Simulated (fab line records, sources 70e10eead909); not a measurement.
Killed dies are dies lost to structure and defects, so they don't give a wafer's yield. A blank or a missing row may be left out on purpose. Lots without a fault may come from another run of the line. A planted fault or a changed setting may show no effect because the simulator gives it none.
Chamber matching | flow nand_harc | NHARC_THIN_TSV_DEP_43 on pecvd-02: 3 sister chambers
The step deposits SiO2, target thk 1328.5 nm. 6 wafers are shown with their chamber, then 8 later ones without.

WAFERS WITH THEIR CHAMBER
wafer  | chamber | throttle_valve_pct (%)
L527.5 | 2       | 15.2
L531.6 | 2       | 15.2
L530.2 | 1       | 16.8
L530.3 | 0       | 17.2
L530.5 | 1       | 16.9
L533.2 | 0       | 17.2

WAFERS WITHOUT THEIR CHAMBER
wafer  | throttle_valve_pct (%)
L533.3 | 17.0
L533.6 | 17.0
L532.3 | 16.9
L532.4 | 16.8
L532.6 | 17.1
L542.1 | 15.4
L542.3 | 17.3
L542.5 | 15.3

WHICH CHAMBER EACH WENT THROUGH
wafer  | from the rows above     | in truth
L533.3 | can't be placed: 1 or 0 | 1
L533.6 | can't be placed: 1 or 0 | 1
L532.3 | 1                       | 1
L532.4 | 1                       | 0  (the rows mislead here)
L532.6 | 0                       | 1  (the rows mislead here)
L542.1 | 2                       | 2
L542.3 | 0                       | 0
L542.5 | 2                       | 2
Placed correctly: 4 of 8. Can't be placed from these rows: 2 (the true chamber is among the candidates in 2). Placed wrongly: 2.
How it was worked out, from the rows above alone: a wafer's distance from a chamber is the root of the sum, over the readings, of the square of ((its reading less the chamber's mean) divided by the reading's scatter). The wafer belongs to the nearest chamber; if the next one is less than 2 further off, it can't be placed. A chamber's mean is the mean of its shown wafers. The scatter: the root of (the sum of the squares of (reading less its chamber's mean) over the shown wafers, divided by (wafers less chambers)).
